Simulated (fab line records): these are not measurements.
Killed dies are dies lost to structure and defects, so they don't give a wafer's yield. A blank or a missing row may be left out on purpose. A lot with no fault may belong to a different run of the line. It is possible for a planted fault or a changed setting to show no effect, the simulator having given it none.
Matching of chambers | flow nand harc | rie diel-10 running NHARC_P_M0_ETCH_34: 4 sister chambers
The step etches the open film in N2/H2, target depth 40 nm, overetch 12 nm, time 43.94 s. 8 wafers are shown with their chamber, then 7 later ones without.

## WAFERS, EACH WITH ITS CHAMBER
wafer  | chamber | drypump motor current A (A) | rf vpp V (V)
L082.2 | 0       | 5.3                         | 427
L082.6 | 1       | 5.5                         | 433
L085.2 | 0       | 5.3                         | 427
L091.2 | 1       | 5.4                         | 432
L091.3 | 2       | 4.9                         | 427
L091.4 | 3       | 6.1                         | 431
L095.2 | 2       | 4.9                         | 428
L095.4 | 3       | 6.0                         | 431

## WAFERS WITHOUT THEIR CHAMBER
wafer  | drypump motor current A (A) | rf vpp V (V)
L095.6 | 4.9                         | 427
L096.1 | 5.4                         | 431
L096.3 | 6.0                         | 430
L096.5 | 5.3                         | 426
L097.2 | 4.9                         | 427
L097.3 | 6.0                         | 430
L097.4 | 5.3                         | 426

## WHICH CHAMBER EACH WENT THROUGH
wafer  | from the rows above | in truth
L095.6 | 2                   | 2
L096.1 | 1                   | 1
L096.3 | 3                   | 3
L096.5 | 0                   | 0
L097.2 | 2                   | 2
L097.3 | 3                   | 3
L097.4 | 0                   | 0
7 of 7 placed correctly. Can't be placed from these rows: 0. Wrongly placed: 0.
How it was worked out, from the rows above alone: a wafer's distance from a chamber is the root of the sum, over the readings, of the square of ((its reading less the chamber's mean) divided by the reading's scatter). The wafer belongs to the nearest chamber; if the next one is less than 2 further off, it can't be placed. A chamber's mean is the mean of its shown wafers. The scatter is the square root of a quotient: the sum, over the shown wafers, of each reading's squared deviation from its chamber's mean, divided by wafers minus chambers.
